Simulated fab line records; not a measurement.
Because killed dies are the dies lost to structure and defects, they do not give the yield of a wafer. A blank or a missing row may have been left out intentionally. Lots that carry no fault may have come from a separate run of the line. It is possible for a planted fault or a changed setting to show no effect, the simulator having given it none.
Which of the tools did it? :: flow n5Finfet :: 12 lots, 36 wafers sampled, at 2 steps of a route of 1938

WHAT THE GAUGES SHOWED, per wafer
N5_BEOL_M5_INSPECT_58: inspects for defects (darkfield).
lot: L075
measured: day 8 17:29
on: defectInspect-02
rawDefectCount: 19 38 36

lot: L076
measured: day 8 22:52
on: defectInspect-01
rawDefectCount: 93 49 71

lot: L080
measured: day 9 20:25
on: defectInspect-02
rawDefectCount: 95 58 90

lot: L081
measured: day 10 03:55
on: defectInspect-01
rawDefectCount: 81 50 72

lot: L083
measured: day 10 08:47
on: defectInspect-02
rawDefectCount: 103 55 102

lot: L085
measured: day 11 05:23
on: defectInspect-02
rawDefectCount: 85 79 88

lot: L087
measured: day 11 19:56
on: defectInspect-01
rawDefectCount: 69 68 57

lot: L090
measured: day 12 05:56
on: defectInspect-02
rawDefectCount: 80 36 53

lot: L091
measured: day 12 16:42
on: defectInspect-02
rawDefectCount: 117 92 119

lot: L093
measured: day 13 05:22
on: defectInspect-02
rawDefectCount: 69 38 42

lot: L095
measured: day 13 15:53
on: defectInspect-02
rawDefectCount: 98 87 117

lot: L097
measured: day 14 06:44
on: defectInspect-02
rawDefectCount: 40 66 57

WHICH TOOL RAN EACH LOT (tool, then ch and the chambers of the sampled wafers, then the start)
lot: L075
N5_BEOL_M5_DEP_56: pecvd-01 ch 0,1,2, day 8 17:23

lot: L076
N5_BEOL_M5_DEP_56: pecvd-04 ch 0,1,2, day 8 22:46

lot: L080
N5_BEOL_M5_DEP_56: pecvd-02 ch 0, day 9 20:19

lot: L081
N5_BEOL_M5_DEP_56: pecvd-04 ch 0,1, day 10 03:50

lot: L083
N5_BEOL_M5_DEP_56: pecvd-02 ch 0,1, day 10 08:40

lot: L085
N5_BEOL_M5_DEP_56: pecvd-01 ch 0,2, day 11 05:18

lot: L087
N5_BEOL_M5_DEP_56: pecvd-02 ch 0,1,2, day 11 19:50

lot: L090
N5_BEOL_M5_DEP_56: pecvd-02 ch 0,1, day 12 05:50

lot: L091
N5_BEOL_M5_DEP_56: pecvd-02 ch 0,1,2, day 12 16:37

lot: L093
N5_BEOL_M5_DEP_56: pecvd-04 ch 0,1,2, day 13 05:16

lot: L095
N5_BEOL_M5_DEP_56: pecvd-02 ch 1,2, day 13 15:47

lot: L097
N5_BEOL_M5_DEP_56: pecvd-02 ch 0,1, day 14 06:38
- N5_BEOL_M5_DEP_56: deposits SiCN from 3MS/NH3, target thk 8 nm, time 14 s.

THE ANSWER, worked out from the rows above alone
Rule: the lots themselves supply what counts as usual. The widest of any qualifying gaps counts: lots, ordered by their means at a reading, are off when they make up no more than a third of the lots, leave a main group of 4 or more, and stand apart from it by 3 or more times the standard deviation of that group's means. A main group is skipped when, at the precision printed for the reading in the tables above, its means are all equal. Also off: a lot with no number at a reading for which 4 or more lots have one. All remaining lots with rows at the step are treated as sound.
No lot is off on any of the readings shown, so nothing can be concluded from this.

WHAT THE SIMULATOR HAD PUT IN
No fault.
